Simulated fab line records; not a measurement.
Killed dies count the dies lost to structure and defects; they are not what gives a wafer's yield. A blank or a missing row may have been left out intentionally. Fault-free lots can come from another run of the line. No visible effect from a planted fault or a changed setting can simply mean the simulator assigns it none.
Matching of chambers -- flow nand-harc -- NHARC_P_M0_CMP_23 on cmp-03: 4 sister chambers
The step polishes, t overpolish 20 s, target thk 117.54 nm. 18 wafers are shown with their chamber, then 9 later ones without.

== WAFERS WITH THEIR CHAMBER ==
wafer,chamber,motor-current-A (A),slurry-filter-dp-kPa (kPa),retaining-ring-pressure-frac
L074.2,3,11.2,13.36,0.995
L074.4,2,12.9,13.51,1.001
L074.6,3,11.7,13.62,0.991
L077.1,1,13.6,13.42,1.005
L077.3,0,12.5,13.35,1.004
L077.4,3,11.5,13.51,0.994
L079.2,2,12.6,13.56,1.001
L079.5,0,12.9,13.46,0.997
L079.6,1,13.0,13.39,1.007
L081.1,0,13.6,13.80,1.000
L081.3,3,11.0,13.67,1.008
L081.6,0,12.9,13.62,1.007
L085.1,2,12.8,13.49,1.003
L085.2,3,11.4,13.64,0.999
L085.6,0,13.4,13.50,0.997
L087.3,1,12.5,13.53,0.995
L087.5,0,12.9,13.50,1.005
L087.6,3,11.3,13.70,1.003

SIGNATURES (averages over the wafers above)
reading,chamber 0,chamber 1,chamber 2,chamber 3,scatter within a chamber
motor-current-A,13.033,13.033,12.767,11.350,0.353
slurry-filter-dp-kPa,13.5383,13.4467,13.5200,13.5833,0.124
retaining-ring-pressure-frac,1.00167,1.00233,1.00167,0.99833,0.00518
Rule: distance of a wafer from a chamber = root of the sum over the readings of ((wafer's reading minus chamber's mean) / reading's scatter) squared. If the next closest chamber is less than 2 further off than the closest, the wafer can't be placed; otherwise it belongs to the closest. How the scatter is found: for the shown wafers, subtract from each reading the mean of its chamber, square and add these, divide the total by (wafers less chambers), then take the root.

== WAFERS MISSING THEIR CHAMBER ==
wafer,motor-current-A (A),slurry-filter-dp-kPa (kPa),retaining-ring-pressure-frac
L089.2,12.9,13.70,1.000
L089.4,12.8,13.57,1.002
L089.6,12.2,13.43,1.004
L090.1,13.0,13.52,1.008
L090.4,12.5,13.60,0.999
L090.6,12.7,13.47,0.994
L096.2,12.2,13.39,0.997
L096.5,10.7,13.37,1.001
L096.6,12.2,13.32,1.007

== THE CHAMBER EACH PASSED THROUGH ==
wafer,from the rows above,in truth
L089.2,can't be placed: 0 or 2 or 1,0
L089.4,can't be placed: 2 or 0 or 1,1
L089.6,can't be placed: 2 or 1 or 0 or 3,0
L090.1,can't be placed: 0 or 1 or 2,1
L090.4,can't be placed: 2 or 0 or 1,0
L090.6,can't be placed: 2 or 0 or 1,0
L096.2,can't be placed: 2 or 1 or 0 or 3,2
L096.5,3,3
L096.6,can't be placed: 2 or 1 or 0 or 3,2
1 of 9 placed correctly. From these rows, 8 cannot be placed; in 8 the true chamber is one of the candidates. Placed wrongly: 0.
